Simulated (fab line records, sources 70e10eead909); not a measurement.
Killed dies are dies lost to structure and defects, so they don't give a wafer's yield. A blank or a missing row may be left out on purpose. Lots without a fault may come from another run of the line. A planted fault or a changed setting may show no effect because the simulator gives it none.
fab line records | flow nand_harc
record lots=13 wafers=39 last_day=33
route steps=1302 shown A_CHANNEL_FILL_D1@513 A_DECK1_JOINT@544 A_ONON_D2@547 END@1302
lots that met no fault: from a run of the same line without faults
start_h: hours from the record's first day to the start of the lot's first wafer shown | wait_h: hours since the lot's step before | " the same as in the row above | L1.1+2: a row that stands for several wafers | - no value, or no start given | * or withheld: withheld | < > ~ a bound
route shown NAME@n: a module of which the file shows steps, and the number in the route of the first | usual: mean/standard deviation of fault-free wafers | same: alike in all rows | chamber/n: place in a boat | sites: the reading at each site | _std_site: their standard deviation | _edge_site: outer sites' mean less inner sites' | radius_mm: how far each site lies from the wafer's centre | mask NAME#n: copy n | behind: the tool/chamber that last shaped the wafer | hold: why the lot was held/for how many hours/how that ended | device: the transistor (n, p or np) that didn't switch | end of line: the same wafers' tests at the end of the route | a step without rows: its recipe alone | killed: dies lost to structure and defects at the first sort, not the wafer's yield | map: a wafer's dies, x killed, . not, _ none there
set.NAME: the setting as run; set.NAME@STEP: as run at that earlier step | model.NAME: the simulator's own value behind a step, which no gauge read
steps of the route over a sample of lots; a table a step, a row a wafer
services: from which hour (start_h, from the record's first day; less than 0 if before it) a tool's chamber was out of use, for how many hours, and why
## steps
# step NHARC_A_CHANNEL_FILL_D1_CMP_10
# recipe target_thk_nm=150
# usual edge_zone_pressure_frac=1.000/0.0047 motor_current_A=12.2/1.3 time_to_endpoint_s=16.2/2.5
# columns lot.wafer tool chamber start_h wait_h edge_zone_pressure_frac motor_current_A time_to_endpoint_s
L289.4 cmp-01 0 246.82 0.4 1.002 14.2 17.8
L289.1 " 1 " " 0.999 10.7 18.0
L289.5 " 3 " " 0.994 12.5 15.0
L290.1 cmp-04 2 264.39 0.4 0.997 12.9 15.6
L290.3 " 1 " " 0.998 10.0 17.7
L290.5 " 2 " " 1.000 12.6 14.6
L291.1 cmp-01 2 264.44 0.4 0.998 11.0 12.1
L291.3 " 3 " " 0.998 12.7 13.6
L291.6 " 1 " " 1.000 11.0 16.8
L292.4 cmp-01 3 272.77 0.4 1.006 11.8 16.9
L292.6 " 1 " " 1.004 10.8 19.8
L292.5 " 2 " " 0.995 11.9 14.4
L294.4 cmp-01 0 286.13 0.4 1.007 14.1 16.7
L294.3 " 1 " " 0.999 11.1 17.5
L294.5 " 1 " " 1.000 11.0 20.6
L293.3 cmp-02 3 286.13 0.4 1.009 13.6 18.5
L293.1 " 0 " " 0.994 12.3 17.7
L293.5 " 3 " " 1.006 13.8 17.6
L303.4 cmp-04 2 386.43 0.4 0.997 13.3 14.1
L303.2 " 1 " " 1.000 10.5 15.5
L303.5 " 3 " " 1.000 11.1 11.0
L305.1 cmp-04 3 397.36 0.4 1.004 11.0 12.1
L305.3 " 0 " " 0.997 10.4 15.0
L305.5 " 2 " " 1.000 12.9 14.2
L307.4 cmp-02 2 426.22 0.4 0.998 12.5 14.2
L307.1 " 3 " " 1.002 13.4 16.9
L307.3 " 1 " " 1.003 11.9 17.2
L308.4 cmp-02 0 438.87 0.4 0.999 12.5 14.3
L308.2 " 2 " " 1.005 13.0 16.8
L308.6 " 0 " " 1.000 11.9 19.2
L309.3 cmp-04 1 442.47 0.4 1.006 10.0 18.3
L309.4 " 3 " " 1.001 11.7 13.8
L309.5 " 1 " " 1.004 10.2 20.3
L310.1 cmp-01 0 451.44 0.4 1.003 14.7 14.7
L310.4 " 2 " " 1.007 12.6 13.2
L310.5 " 0 " " 1.001 15.1 14.4
L311.2 cmp-02 2 461.69 0.4 1.002 13.1 14.4
L311.1 " 3 " " 1.007 13.2 17.3
L311.3 " 1 " " 0.996 11.2 17.2
# step NHARC_A_CHANNEL_FILL_D1_INSPECT_13
# usual raw_defect_count=291/100
# columns lot.wafer tool chamber start_h wait_h raw_defect_count
L289.1 defect_inspect-01 - 247.21 0.0 312
L289.4 " - " " 244
L289.5 " - " " 394
L291.1 defect_inspect-01 - 264.80 0.0 406
L291.3 " - " " 220
L291.6 " - " " 206
L290.1 defect_inspect-02 - 264.80 0.0 398
L290.3 " - " " 324
L290.5 " - " " 234
L292.4 defect_inspect-01 - 273.13 0.0 254
L292.5 " - " " 204
L292.6 " - " " 274
L294.3 defect_inspect-01 - 286.55 0.0 375
L294.4 " - " " 229
L294.5 " - " " 375
L293.1 defect_inspect-02 - 286.55 0.0 487
L293.3 " - " " 510
L293.5 " - " " 395
L303.2 defect_inspect-02 - 386.85 0.0 217
L303.4 " - " " 305
L303.5 " - " " 455
L305.1 defect_inspect-01 - 397.74 0.0 409
L305.3 " - " " 268
L305.5 " - " " 421
L307.1 defect_inspect-01 - 426.63 0.0 247
L307.3 " - " " 296
L307.4 " - " " 259
L308.2 defect_inspect-02 - 439.26 0.0 470
L308.4 " - " " 359
L308.6 " - " " 468
L309.3 defect_inspect-01 - 442.88 0.0 301
L309.4 " - " " 279
L309.5 " - " " 172
L310.1 defect_inspect-02 - 451.83 0.0 214
L310.4 " - " " 191
L310.5 " - " " 314
L311.1 defect_inspect-01 - 462.10 0.0 277
L311.2 " - " " 158
L311.3 " - " " 236
# step NHARC_A_DECK1_JOINT_INSPECT_05
# usual raw_defect_count=298/110
# columns lot.wafer tool chamber start_h wait_h raw_defect_count
L289.1 defect_inspect-02 - 282.97 0.0 166
L289.4 " - " " 146
L289.5 " - " " 329
L291.1 defect_inspect-02 - 305.29 0.0 212
L291.3 " - " " 297
L291.6 " - " " 314
L290.1 defect_inspect-02 - 305.39 0.0 221
L290.3 " - " " 448
L290.5 " - " " 306
L292.4 defect_inspect-01 - 305.43 0.0 158
L292.5 " - " " 327
L292.6 " - " " 431
L293.1 defect_inspect-01 - 325.57 0.0 385
L293.3 " - " " 242
L293.5 " - " " 290
L294.3 defect_inspect-02 - 325.68 0.0 324
L294.4 " - " " 202
L294.5 " - " " 195
L303.2 defect_inspect-01 - 420.55 0.0 215
L303.4 " - " " 388
L303.5 " - " " 310
L305.1 defect_inspect-01 - 427.97 0.0 392
L305.3 " - " " 323
L305.5 " - " " 220
L307.1 defect_inspect-01 - 460.58 0.0 441
L307.3 " - " " 481
L307.4 " - " " 348
L309.3 defect_inspect-01 - 473.64 0.0 202
L309.4 " - " " 225
L309.5 " - " " 187
L308.2 defect_inspect-02 - 473.65 0.0 304
L308.4 " - " " 323
L308.6 " - " " 406
L310.1 defect_inspect-01 - 487.54 0.0 500
L310.4 " - " " 360
L310.5 " - " " 372
L311.1 defect_inspect-02 - 507.81 0.0 714
L311.2 " - " " 384
L311.3 " - " " 585
# step NHARC_A_ONON_D2_DEP_03
# recipe target_thk_a=10000 n2_flow_sccm=2750 n2o_flow_sccm=2000 nh3_flow_sccm=500 sih4_flow_sccm=210 temp_c=400
# usual nh3_flow_sccm=500.1/1.7
# columns lot.wafer tool chamber start_h wait_h nh3_flow_sccm
L289.1 pecvd_onon-01 0 283.61 0.1 499.1
L289.4 " 0 " " 500.2
L289.5 " 0 " " 501.1
L291.1 pecvd_onon-02 0 305.92 0.1 496.7
L291.3 " 0 " " 498.0
L291.6 " 0 " " 497.3
L290.1 pecvd_onon-01 0 306.02 0.1 499.3
L290.3 " 0 " " 498.1
L290.5 " 0 " " 498.4
L292.4 pecvd_onon-03 0 306.23 0.2 501.8
L292.5 " 0 " " 501.4
L292.6 " 0 " " 501.7
L293.1 pecvd_onon-02 0 326.20 0.1 499.0
L293.3 " 0 " " 499.5
L293.5 " 0 " " 502.9
L294.3 pecvd_onon-01 0 326.44 0.2 496.2
L294.4 " 0 " " 499.0
L294.5 " 0 " " 499.2
L303.2 pecvd_onon-01 0 421.25 0.1 502.1
L303.4 " 0 " " 503.0
L303.5 " 0 " " 501.6
L305.1 pecvd_onon-01 0 428.60 0.1 502.8
L305.3 " 0 " " 502.2
L305.5 " 0 " " 498.9
L307.1 pecvd_onon-03 0 461.21 0.1 499.9
L307.3 " 0 " " 500.9
L307.4 " 0 " " 501.0
L308.2 pecvd_onon-02 0 474.35 0.1 497.4
L308.4 " 0 " " 500.0
L308.6 " 0 " " 499.6
L309.3 pecvd_onon-03 0 474.40 0.2 498.9
L309.4 " 0 " " 499.6
L309.5 " 0 " " 497.8
L310.1 pecvd_onon-03 0 488.17 0.1 502.1
L310.4 " 0 " " 500.9
L310.5 " 0 " " 501.1
L311.1 pecvd_onon-03 0 508.44 0.1 500.2
L311.2 " 0 " " 501.3
L311.3 " 0 " " 500.0
# step NHARC_A_ONON_D2_THK_MEAS_05
# recipe thk_meas_gauge=ellipsometry
# usual thk_nm=1001/8.5
# columns lot.wafer tool chamber start_h wait_h thk_nm
L289.1 film_metro-02 - 284.12 - 1000
L289.4 " - " " 999
L289.5 " - " " 1001
L291.1 film_metro-01 - 306.43 - 1009
L291.3 " - " " 1009
L291.6 " - " " 1008
L290.1 film_metro-01 - 306.53 - 1004
L290.3 " - " " 1004
L290.5 " - " " 1006
L292.4 film_metro-02 - 306.57 - 996
L292.5 " - " " 996
L292.6 " - " " 997
L293.1 film_metro-01 - 326.71 - 992
L293.3 " - " " 989
L293.5 " - " " 991
L294.3 film_metro-01 - 326.83 - 1000
L294.4 " - " " 1000
L294.5 " - " " 1002
L303.2 film_metro-02 - 421.70 - 1029
L303.4 " - " " 1030
L303.5 " - " " 1032
L305.1 film_metro-02 - 429.11 - 1038
L305.3 " - " " 1038
L305.5 " - " " 1036
L307.1 film_metro-02 - 461.72 - 988
L307.3 " - " " 989
L307.4 " - " " 990
L309.3 film_metro-02 - 474.80 - 996
L309.4 " - " " 998
L309.5 " - " " 997
L308.2 film_metro-01 - 474.81 - 995
L308.4 " - " " 995
L308.6 " - " " 996
L310.1 film_metro-02 - 488.67 - 1002
L310.4 " - " " 1002
L310.5 " - " " 1004
L311.1 film_metro-01 - 508.95 - 997
L311.2 " - " " 996
L311.3 " - " " 995
# step NHARC_END_SORT_01
# recipe temp_c=25
# usual killed_at_array=57/18 killed_at_other=0.9/1.3 killed_at_periphery=3.5/2.2 killed_dies=62/18 killed_open=3.0/1.7 killed_short=2.3/1.5
# same gross_dies=677
# columns lot.wafer tool chamber start_h wait_h killed_at_array killed_at_other killed_at_periphery killed_dies killed_open killed_short
L305.1 prober-01 0 706.39 2.4 175 0 1 176 2 2
L305.3 prober-01 0 707.97 3.0 187 0 2 189 3 0
L305.5 prober-01 0 709.56 3.7 174 0 2 176 2 6
L303.2 prober-02 0 707.28 2.8 182 1 6 189 5 4
L303.4 prober-02 0 708.91 3.4 198 0 3 201 5 3
L303.5 prober-02 0 709.72 3.8 179 2 7 188 4 3
# killed by level:class
L305.1 A_ONON_D2:area_dep=97 A_CHANNEL_HOLE_D1:chamber_film_flake=41 A_CHANNEL_HOLE_D2:chamber_film_flake=22 A_CHANNEL_FILL_D1:geometric_particle:short=2 A_SLIT:chamber_film_flake=2 A_STAIRCASE:chamber_film_flake=2 A_CONTACT:chamber_film_flake=2 A_BLC:chamber_film_flake=2
L303.2 A_ONON_D2:area_dep=118 A_SLIT:chamber_film_flake=21 A_CHANNEL_HOLE_D2:chamber_film_flake=14 A_CHANNEL_HOLE_D1:chamber_film_flake=8 A_STAIRCASE:chamber_film_flake=5 P_GATE:chamber_film_flake=3 A_BLC:chamber_film_flake=3 P_M0:geometric_particle:open=2
L305.3 A_ONON_D2:area_dep=120 A_CHANNEL_HOLE_D1:chamber_film_flake=37 A_CHANNEL_HOLE_D2:chamber_film_flake=16 A_DECK1_JOINT:chamber_film_flake=4 A_CONTACT:chamber_film_flake=3 A_ZERO_WELL:chamber_film_flake=2 A_SLIT:chamber_film_flake=2 P_M2:geometric_particle:open=1
L303.4 A_ONON_D2:area_dep=116 A_SLIT:chamber_film_flake=33 A_CHANNEL_HOLE_D2:chamber_film_flake=20 A_CHANNEL_HOLE_D1:chamber_film_flake=7 A_SGD_CUT:chamber_film_flake=4 A_CHANNEL_FILL_D2:chamber_film_flake=3 A_STAIRCASE:chamber_film_flake=3 A_BLC:chamber_film_flake=3
L305.5 A_ONON_D2:area_dep=111 A_CHANNEL_HOLE_D1:chamber_film_flake=29 A_CHANNEL_HOLE_D2:chamber_film_flake=18 A_SLIT:chamber_film_flake=3 A_CONTACT:chamber_film_flake=3 A_ONON_D2:geometric_particle:short=2 A_DECK1_JOINT:geometric_particle:short=1 A_ONON_D2:geometric_particle:open=1
L303.5 A_ONON_D2:area_dep=124 A_SLIT:chamber_film_flake=28 A_CHANNEL_HOLE_D2:chamber_film_flake=7 A_STAIRCASE:chamber_film_flake=5 A_CHANNEL_HOLE_D1:chamber_film_flake=3 A_CONTACT:chamber_film_flake=3 A_CHANNEL_FILL_D2:geometric_particle:short=2 P_GATE:chamber_film_flake=2
## services
# columns tool chamber start_h hours kind
pecvd_onon-03 - 227.00 13.0 pm
cmp-02 - 232.50 4.0 pm
cmp-02 - 240.69 1.0 repair
cmp-04 - 240.77 11.6 repair
cmp-01 - 252.21 0.9 repair
cmp-02 - 254.56 7.4 repair
pecvd_onon-01 - 269.00 13.0 pm
cmp-01 - 273.57 1.2 repair
cmp-02 - 276.48 1.4 repair
cmp-01 - 287.44 4.0 pm
cmp-04 - 307.14 4.0 pm
cmp-01 - 318.82 1.5 repair
cmp-02 - 330.50 4.0 pm
cmp-04 - 339.60 0.5 repair
cmp-01 - 351.95 2.8 repair
cmp-01 - 385.44 4.0 pm
pecvd_onon-03 - 408.00 13.0 pm
cmp-01 - 413.66 1.3 repair
pecvd_onon-01 - 450.00 13.0 pm
cmp-01 - 465.06 0.2 repair
cmp-01 - 474.89 0.3 repair
cmp-01 - 483.44 4.0 pm
cmp-01 - 500.41 0.6 repair
cmp-01 - 503.16 0.9 repair
## key
first_sign step=NHARC_A_ONON_D2_THK_MEAS_05 reading=thk_nm direction=up sigmas=3.9 usual=1001 struck=1034
effect step=NHARC_END_SORT_01 reading=killed_dies direction=up sigmas=7 usual=62 struck=186
more_kills_born_at NHARC_A_ONON_D2_DEP_03@pecvd_onon-01=686
met_at NHARC_A_ONON_D2_DEP_03
struck_lots L303,L305
tester_left_out L303,L305
not_acting_at NHARC_A_CHANNEL_FILL_D1_CMP_10,NHARC_A_CHANNEL_FILL_D1_INSPECT_13,NHARC_A_DECK1_JOINT_INSPECT_05
onset_between 326.44 421.25
fault kind=process_parameter_drift tool=pecvd_onon-01 chamber=- onset_h=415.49 steps=NHARC_A_ONON_D2_DEP_03 channel=target_thk_a offset=* shape=step end_h=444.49 acts_in=* stated=*
# tester_left_out: of these lots the tester's yield and bins aren't shown, on N5 and GAA mostly nor the transistor test; their killed dies are dies lost to structure and defects alone, not to doping, threshold or leakage, so they don't give the yield
